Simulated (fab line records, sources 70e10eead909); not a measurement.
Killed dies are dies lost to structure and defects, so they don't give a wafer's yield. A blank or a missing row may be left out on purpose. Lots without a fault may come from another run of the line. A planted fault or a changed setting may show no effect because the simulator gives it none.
fab line records | flow nand_harc
record lots=6 wafers=18 last_day=31
route steps=1302 shown A_STAIRCASE@841 END@1302
lots that met no fault: from a run of the same line without faults
start_h: hours from the record's first day to the start of the lot's first wafer shown | wait_h: hours since the lot's step before | " the same as in the row above | L1.1+2: a row that stands for several wafers | - no value, or no start given | * or withheld: withheld | < > ~ a bound
route shown NAME@n: a module of which the file shows steps, and the number in the route of the first | usual: mean/standard deviation of fault-free wafers | same: alike in all rows | chamber/n: place in a boat | sites: the reading at each site | _std_site: their standard deviation | _edge_site: outer sites' mean less inner sites' | radius_mm: how far each site lies from the wafer's centre | mask NAME#n: copy n | behind: the tool/chamber that last shaped the wafer | hold: why the lot was held/for how many hours/how that ended | device: the transistor (n, p or np) that didn't switch | end of line: the same wafers' tests at the end of the route | a step without rows: its recipe alone | killed: dies lost to structure and defects at the first sort, not the wafer's yield | map: a wafer's dies, x killed, . not, _ none there
set.NAME: the setting as run; set.NAME@STEP: as run at that earlier step | model.NAME: the simulator's own value behind a step, which no gauge read
lots at some steps of the route; a table a step, a row a wafer
services: from which hour (start_h, from the record's first day; less than 0 if before it) a tool's chamber was out of use, for how many hours, and why
## steps
# step NHARC_A_STAIRCASE_ALD_415
# recipe target_thk_a=300 pulse_time_s=6 ald_cycles=300 temp_c=300 material=SiO2
# step NHARC_A_STAIRCASE_ETCHBACK_416
# recipe target_depth_a=360 time_s=7.2 c4f8_flow_sccm=withheld o2_flow_sccm=8 ar_flow_sccm=withheld rf_w=600 bias_w=800 chemistry=C4F8/O2/Ar
# step NHARC_A_STAIRCASE_STRIP_476
# recipe time_s=20 o2_flow_sccm=500 ar_flow_sccm=0 bias_w=0 chemistry=O2
# step NHARC_A_STAIRCASE_DEP_417
# recipe target_thk_a=600 step_coverage_pct=20 temp_c=400 target_thk_nm=60 flow_sccm=200 rf_w=450 material=Si3N4
# usual heater_power_w=678/75 susceptor_temp_C=399.99/0.22
# columns lot.wafer tool chamber start_h wait_h heater_power_w susceptor_temp_C
L693.1 pecvd-01 2 395.58 - 735 400.03
L693.3 " 1 " " 612 400.18
L693.4 " 1 " " 609 399.78
L696.3 pecvd-04 2 407.47 - 784 400.03
L696.2 " 0 " " 639 400.01
L696.6 " 0 " " 641 400.08
L695.2 pecvd-01 1 408.51 - 696 400.30
L695.5 " 0 " " 702 400.01
L695.6 " 2 " " 802 399.83
L700.3 pecvd-02 1 470.41 - 713 400.08
L700.6 " 1 " " 707 400.16
L700.5 " 2 " " 579 399.69
L706.2 pecvd-01 1 536.45 - 651 400.26
L706.6 " 1 " " 649 400.00
L706.4 " 2 " " 631 400.08
L709.2 pecvd-01 0 564.40 - 671 400.04
L709.6 " 1 " " 535 399.94
L709.4 " 0 " " 672 400.28
# step NHARC_A_STAIRCASE_WET_418
# recipe temp_c=160 target_depth_a=200 chemistry=H3PO4
# step NHARC_A_STAIRCASE_PRECLEAN_419
# recipe time_s=* temp_c=50 bath_age_min=0 chemistry=SC1
# step NHARC_A_STAIRCASE_SRD_421
# step NHARC_A_STAIRCASE_ALD_420
# recipe target_thk_a=200 pulse_time_s=6 ald_cycles=200 temp_c=300 material=SiO2
# step NHARC_A_STAIRCASE_CVD_552
# recipe target_thk_a=400 temp_c=700 pressure_mtorr=300 material=SiNx
# step NHARC_A_STAIRCASE_DEP_151
# recipe target_thk_a=72000 temp_c=400 target_thk_nm=7200 teos_flow_sccm=200 rf_w=500 material=SiO2
# usual heater_power_w=622/79 susceptor_temp_C=399.98/0.23
# columns lot.wafer tool chamber start_h wait_h heater_power_w susceptor_temp_C
L693.1 pecvd-02 2 407.94 0.5 707 399.74
L693.3 " 0 " " 667 399.91
L693.4 " 1 " " 603 399.69
L695.2 pecvd-01 0 419.63 0.5 677 400.24
L695.5 " 1 " " 536 399.73
L695.6 " 2 " " 636 399.98
L696.2 pecvd-01 0 420.28 1.2 634 400.25
L696.3 " 1 " " 692 399.97
L696.6 " 1 " " 558 399.76
L700.3 pecvd-04 2 481.28 0.4 701 399.65
L700.6 " 2 " " 599 399.67
L700.5 " 1 " " 479 400.02
L706.2 pecvd-04 0 547.29 0.4 665 399.49
L706.4 " 1 " " 489 400.13
L706.6 " 2 " " 595 399.63
L709.2 pecvd-01 0 575.27 0.6 713 399.68
L709.6 " 1 " " 526 399.94
L709.4 " 2 " " 615 399.77
# step NHARC_A_STAIRCASE_ANNEAL_320
# recipe temp_c=750 time_s=1800
# step NHARC_A_STAIRCASE_DEP_322
# recipe target_thk_a=72000 temp_c=400 target_thk_nm=7200 teos_flow_sccm=200 rf_w=500 material=SiO2
# usual heater_power_w=611/84 susceptor_temp_C=399.99/0.23
# columns lot.wafer tool chamber start_h wait_h heater_power_w susceptor_temp_C
L693.1 pecvd-04 0 419.23 0.2 545 400.34
L693.3 " 1 " " 464 399.69
L693.4 " 1 " " 465 399.74
L696.3 pecvd-02 2 431.54 0.2 570 400.05
L696.2 " 0 " " 707 399.69
L696.6 " 0 " " 644 399.97
L695.2 pecvd-04 0 431.92 0.5 588 400.09
L695.6 " 1 " " 456 400.19
L695.5 " 2 " " 630 400.23
L700.3 pecvd-01 2 491.90 0.3 789 399.74
L700.6 " 0 " " 580 399.63
L700.5 " 1 " " 550 399.62
L706.2 pecvd-04 0 557.87 0.2 527 399.77
L706.4 " 2 " " 598 400.07
L706.6 " 0 " " 520 399.99
L709.2 pecvd-04 0 580.36 0.3 632 400.20
L709.4 " 2 " " 602 399.38
L709.6 " 0 " " 532 400.11
# step NHARC_A_STAIRCASE_ANNEAL_323
# recipe temp_c=750 time_s=1800
# step NHARC_A_STAIRCASE_DEP_325
# recipe target_thk_a=72000 temp_c=400 target_thk_nm=7200 teos_flow_sccm=200 rf_w=500 material=SiO2
# step NHARC_A_STAIRCASE_ANNEAL_326
# recipe temp_c=750 time_s=1800
# step NHARC_A_STAIRCASE_DEHYDRATE_433
# recipe temp_c=150 time_s=120
# step NHARC_A_STAIRCASE_HMDS_434
# recipe time_s=30
# step NHARC_A_STAIRCASE_COAT_435
# recipe spin_rpm=1200
# step NHARC_A_STAIRCASE_SOFTBAKE_436
# recipe temp_c=135 time_s=170
# step NHARC_A_STAIRCASE_EBR_437
# step NHARC_A_STAIRCASE_EXPOSE_438
# recipe na=0.5 dose_mj=28.97 mask_id=STAIR_REV
# step NHARC_A_STAIRCASE_PEB_439
# recipe peb_temp_c=115 peb_time_s=130
# step NHARC_A_STAIRCASE_DEVELOP_440
# recipe time_s=140
# step NHARC_A_STAIRCASE_HARDBAKE_442
# recipe temp_c=120 time_s=140
# step NHARC_A_STAIRCASE_DESCUM_443
# recipe time_s=3 o2_flow_sccm=200 ar_flow_sccm=0 bias_power_w=0 chemistry=O2
# usual drypump_motor_current_A=5.75/0.29 mfc_ar_sccm=0.012/0.012 oes_product_au=0.998/0.01 rf_vpp_V=57.9/0.86 showerhead_plenum_p_Torr=1.90/0.097 throttle_valve_pct=11.311/0.009
# same time_s=3
# columns lot.wafer tool chamber start_h wait_h drypump_motor_current_A mfc_ar_sccm oes_product_au rf_hours_counter_h rf_vpp_V showerhead_plenum_p_Torr throttle_valve_pct
L693.4 rie_diel-13 1 439.02 - 5.66 0.023 0.987 26 57.2 1.80 11.316
L693.3 " 3 " " 5.42 0.014 0.995 26 57.6 1.84 11.323
L693.1 " 0 " " 5.71 0.018 1.001 24 58.0 1.89 11.324
L696.2 rie_diel-13 0 449.58 - 5.72 0.018 0.990 30 57.4 1.88 11.326
L696.3 " 1 " " 5.66 0.023 0.987 32 57.9 1.80 11.301
L696.6 " 1 " " 5.64 0.023 0.983 - 55.8 1.79 11.305
L695.2 rie_diel-11 3 449.80 - 5.90 0 0.999 2 58.5 1.88 11.305
L695.5 " 3 " " 5.90 0 1.000 - 58.4 1.88 11.309
L695.6 " 0 " " 6.20 0 0.993 - 59.4 2.08 11.313
L700.3 rie_diel-11 2 513.41 - 5.90 0 1.001 18 56.9 1.85 11.295
L700.6 " 2 " " 5.92 0 0.997 - 57.8 1.85 11.307
L700.5 " 3 " " 5.91 0 0.992 - 56.4 1.87 11.300
L706.2 rie_diel-11 2 574.21 - 5.98 0 1.006 39 57.8 1.84 11.301
L706.4 " 0 " " 6.21 0 0.986 44 58.4 2.06 11.313
L706.6 " 1 " " 5.47 0.007 0.987 - 57.8 1.93 11.326
L709.4 rie_diel-13 0 603.92 - 5.69 0.018 1.008 29 57.4 1.87 11.314
L709.2 " 1 " " 5.63 0.023 0.978 27 57.8 1.78 11.316
L709.6 " 1 " " 5.64 0.023 0.985 - 58.3 1.78 11.312
# step NHARC_A_STAIRCASE_ETCH_444
# recipe target_depth_a=2.04e+05 time_s=6800 c4f8_flow_sccm=20 o2_flow_sccm=10 ar_flow_sccm=withheld rf_w=600 bias_w=1000 chemistry=C4F8/O2
# step NHARC_A_STAIRCASE_STRIP_446
# recipe power_w=1500 temp_c=250 chemistry=O2
# step NHARC_A_STAIRCASE_STRIP_447
# recipe time_s=900 temp_c=130 chemistry=SPM
# step NHARC_A_STAIRCASE_PRECLEAN_448
# recipe time_s=* temp_c=50 bath_age_min=0 chemistry=SC1
# step NHARC_A_STAIRCASE_SRD_449
# step NHARC_A_STAIRCASE_CMP_450
# recipe target_thk_nm=200 material=SiO2
# usual motor_current_A=11.6/1.3
# columns lot.wafer tool chamber start_h wait_h motor_current_A
L693.4 cmp-03 2 444.29 - 11.3
L693.3 " 0 " " 12.2
L693.1 " 1 " " 9.8
L696.2 cmp-01 0 454.88 - 9.5
L696.3 " 3 " " 10.4
L696.6 " 0 " " 9.7
L695.2 cmp-03 0 455.09 - 11.7
L695.5 " 3 " " 11.7
L695.6 " 0 " " 11.4
L700.3 cmp-03 3 519.64 - 11.5
L700.5 " 3 " " 11.6
L700.6 " 0 " " 11.4
L706.2 cmp-03 2 579.48 - 10.8
L706.4 " 3 " " 11.5
L706.6 " 1 " " 9.4
L709.4 cmp-03 2 609.20 - 11.1
L709.2 " 1 " " 9.6
L709.6 " 2 " " 12.1
# step NHARC_A_STAIRCASE_CMP_152
# step NHARC_A_STAIRCASE_SRD_154
# step NHARC_A_STAIRCASE_ETCH_403
# recipe target_depth_a=1082 chemistry=dHF material=SiO2
# step NHARC_A_STAIRCASE_ETCHBACK_422
# recipe target_depth_a=400 over_etch_frac=0.3 time_s=74.286 ion_energy_ev=120 ch3f_flow_sccm=50 o2_flow_sccm=30 ar_flow_sccm=200 rf_w=500 bias_w=100 chemistry=CH3F/O2
# usual drypump_motor_current_A=5.74/0.29 mfc_ar_sccm=200.0/0.6 oes_product_au=0.95/0.037 rf_vpp_V=243.8/1.7 showerhead_plenum_p_Torr=2.42/0.12 throttle_valve_pct=20.663/0.0085
# same over_etch_frac=0.3 time_s=74.286
# columns lot.wafer tool chamber start_h wait_h drypump_motor_current_A mfc_ar_sccm oes_product_au rf_hours_counter_h rf_vpp_V showerhead_plenum_p_Torr throttle_valve_pct
L693.1 rie_diel-10 3 444.84 0.2 6.03 200.2 1.02 4 242.8 2.36 20.654
L693.3 " 1 " " 5.53 200.5 1.00 5 245.2 2.46 20.668
L693.4 " 1 " " 5.53 200.2 1.00 - 244.6 2.46 20.670
L696.2 rie_diel-13 1 455.41 0.1 5.65 201.1 0.99 35 242.4 2.31 20.665
L696.3 " 3 " " 5.41 200.5 0.99 37 242.4 2.36 20.670
L696.6 " 2 " " 6.17 200.3 0.99 - 241.0 2.28 20.675
L695.2 rie_diel-13 3 455.63 0.1 5.42 201.2 0.91 37 242.5 2.36 20.650
L695.5 " 2 " " 6.21 199.9 0.92 - 242.0 2.28 20.672
L695.6 " 3 " " 5.43 200.9 0.92 - 242.9 2.36 20.674
L700.3 rie_diel-11 2 520.19 0.2 5.97 199.8 0.93 23 243.3 2.37 20.663
L700.5 " 2 " " 5.91 200.3 0.92 - 242.6 2.37 20.674
L700.6 " 3 " " 5.95 198.9 0.93 - 242.8 2.40 20.656
L706.2 rie_diel-10 3 580.00 0.1 6.04 199.5 0.93 50 243.6 2.34 20.641
L706.4 " 0 " " 5.61 199.9 0.92 44 243.1 2.42 20.656
L706.6 " 0 " " 5.58 200.7 0.92 - 244.8 2.42 20.669
L709.2 rie_diel-11 2 609.76 0.1 5.92 199.5 0.92 52 242.4 2.36 20.660
L709.4 " 3 " " 5.91 200.3 0.92 54 244.7 2.39 20.662
L709.6 " 2 " " 5.92 200.3 0.92 - 243.1 2.36 20.662
# step NHARC_A_STAIRCASE_ETCH_423
# recipe target_depth_a=300 chemistry=dHF material=SiO2
# step NHARC_END_SORT_01
# recipe temp_c=25
# usual killed_at_array=53/18 killed_at_other=0.8/1.1 killed_at_periphery=4.1/2.7 killed_dies=58/18 killed_open=3.1/1.7 killed_short=2.7/1.7
# same gross_dies=677
# columns lot.wafer tool chamber start_h wait_h killed_at_array killed_at_other killed_at_periphery killed_dies killed_open killed_short
L706.2 prober-01 0 706.67 2.8 139 0 2 141 8 2
L706.4 prober-01 0 708.27 3.4 151 0 1 152 1 5
L706.6 prober-01 0 709.86 4.0 141 0 2 143 2 2
L709.2 prober-01 0 734.21 2.8 162 0 1 163 4 2
L709.4 prober-01 0 735.81 3.4 166 0 2 168 2 6
L709.6 prober-01 0 737.40 4.0 153 0 1 154 4 2
# killed by level:class
L706.2 A_STAIRCASE:unspecified=97 A_SLIT:chamber_film_flake=21 A_CHANNEL_HOLE_D1:chamber_film_flake=7 A_M0:geometric_particle:open=4 A_STAIRCASE:chamber_film_flake=3 A_CONTACT:chamber_film_flake=2 P_CONTACT:geometric_particle:open=1 P_M0:geometric_particle:open=1
L706.4 A_STAIRCASE:unspecified=106 A_SLIT:chamber_film_flake=30 A_CHANNEL_HOLE_D1:chamber_film_flake=5 A_STAIRCASE:chamber_film_flake=3 A_CHANNEL_FILL_D2:geometric_particle:short=2 A_CONTACT:chamber_film_flake=2 P_GATE:geometric_particle:open=1 A_CHANNEL_FILL_D1:geometric_particle:short=1
L706.6 A_STAIRCASE:unspecified=96 A_SLIT:chamber_film_flake=27 A_CHANNEL_HOLE_D1:chamber_film_flake=8 A_STAIRCASE:chamber_film_flake=3 A_WL_FILL:chamber_film_flake=2 A_BLC:chamber_film_flake=2 P_CONTACT:geometric_particle:open=1 P_M1:geometric_particle:short=1
L709.2 A_STAIRCASE:unspecified=93 A_SLIT:chamber_film_flake=28 A_CHANNEL_HOLE_D1:chamber_film_flake=14 A_CHANNEL_HOLE_D2:chamber_film_flake=12 A_CONTACT:chamber_film_flake=7 P_M2:geometric_particle:open=1 A_ONON_D1:geometric_particle:open=1 A_CHANNEL_FILL_D1:geometric_particle:open=1
L709.4 A_STAIRCASE:unspecified=103 A_CHANNEL_HOLE_D2:chamber_film_flake=20 A_SLIT:chamber_film_flake=18 A_CHANNEL_HOLE_D1:chamber_film_flake=13 A_CHANNEL_FILL_D1:geometric_particle:short=2 A_WL_FILL:geometric_particle:short=2 A_STAIRCASE:chamber_film_flake=2 P_M1:geometric_particle:open=1
L709.6 A_STAIRCASE:unspecified=88 A_SLIT:chamber_film_flake=20 A_CHANNEL_HOLE_D1:chamber_film_flake=17 A_CHANNEL_HOLE_D2:chamber_film_flake=11 A_CONTACT:chamber_film_flake=8 A_CHANNEL_FILL_D1:geometric_particle:short=1 A_ONON_D2:geometric_particle:open=1 A_CHANNEL_FILL_D2:geometric_particle:open=1
# map L706.4 (x killed, . not)
____________.____________
_________......._________
_______x.........._______
______.............______
_____........x......_____
____.................____
____.................____
___...................___
___...................___
__.....................__
__....x................__
_........x.............._
_......................._
_.....x................._
_..........x............_
_...........xxxx.x......_
...........xxxxxx.....x..
..........xxxxxxxx..x....
..........xxxxxxxx.......
..........xxxxxxxxx.x....
.........xxxxxxxxxx......
_........xxxxxxxxxxx...._
_.........xxxxxxxx......_
_........xxxxxxxxxx....._
_.........xxxxxxxx.x...._
_..........xxxxxxxx....._
__.....x...xxxxxxx.....__
__........xxxxxxx......__
___......xxxxxx.......___
___.......xxx.........___
____.......xxxx......____
____x...xxxxxx.x.....____
_____..x..xx.xx....._____
______...xx.xx..x..______
_______......xx..._______
_________..x.xx._________
____________.____________
# map L709.4 (x killed, . not)
____________.____________
_________......._________
_______xxx........_______
______xx..x........______
_____x.x............_____
____.x..........x....____
____x.xx.............____
___...x.........x.....___
___.................x.___
__.....................__
__.....................__
_.....x...........x....._
_.............x........._
_.......x..............._
_............xx........._
_....x......x.xx........_
...........xxxxxx........
...........xxxxxxx.x..x..
.........xxxxxxxxxx......
..........xxxxxxxx.......
...........xxxxxxxx......
_........x.xxxxxxxx....._
_...x...xxxxxxxxxxx....._
_.........xxxxxxxx..x..._
_.........xxxxxxxxx....._
_...x.....xxxxxxx....x.._
__.........xxxxxxxx....__
__.xxxx....x.xxxxx.....__
___x.x......xx........___
___xxxx....x.xx.......___
____xxx..x..x.x......____
____.xx..x.xxxx......____
_____x....xxxx......_____
______.x..xxx......______
_______.....x....._______
_________..x...._________
____________.____________
## services
# columns tool chamber start_h hours kind
pecvd-01 - 381.54 2.4 repair
pecvd-02 - 408.41 13.0 pm
rie_diel-10 - 420.98 9.0 pm
rie_diel-13 0 428.43 10.0 repair
cmp-03 - 430.93 0.6 repair
rie_diel-11 - 435.73 9.0 pm
rie_diel-10 1 447.44 2.5 repair
pecvd-04 - 450.06 13.0 pm
cmp-03 - 456.00 4.0 pm
rie_diel-13 1 490.52 16.3 repair
pecvd-01 - 492.45 13.0 pm
cmp-03 - 503.82 0.3 repair
cmp-03 - 505.21 0.4 repair
rie_diel-11 1 513.47 17.3 repair
pecvd-01 - 516.96 1.6 repair
rie_diel-13 - 519.02 9.0 pm
cmp-03 - 526.98 1.2 repair
rie_diel-13 1 533.64 5.1 repair
rie_diel-10 - 552.61 1.2 repair
cmp-03 - 554.11 4.0 pm
pecvd-02 - 554.52 0.4 repair
pecvd-02 - 589.41 13.0 pm
rie_diel-10 - 597.98 9.0 pm
pecvd-02 - 604.92 1.7 repair
## key
first_sign step=NHARC_END_SORT_01 reading=killed_at_array direction=up sigmas=5.4 usual=53 struck=152
effect step=NHARC_END_SORT_01 reading=killed_dies direction=up sigmas=5.3 usual=58 struck=154
more_kills_born_at NHARC_A_STAIRCASE_DEP_322@pecvd-04=583
met_at NHARC_A_STAIRCASE_DEP_322
struck_wafers L706.2,L706.4,L706.6,L709.2,L709.4,L709.6
tester_left_out L706,L709
onset_between 431.92 557.87
also_fits time
fault kind=chamber_particle_source tool=pecvd-04 chamber=- onset_h=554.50 steps=NHARC_A_STAIRCASE_DEP_322 rate_per_visit_cm2=1.9431 end_h=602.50
# tester_left_out: of these lots the tester's yield and bins aren't shown, on N5 and GAA mostly nor the transistor test; their killed dies are dies lost to structure and defects alone, not to doping, threshold or leakage, so they don't give the yield
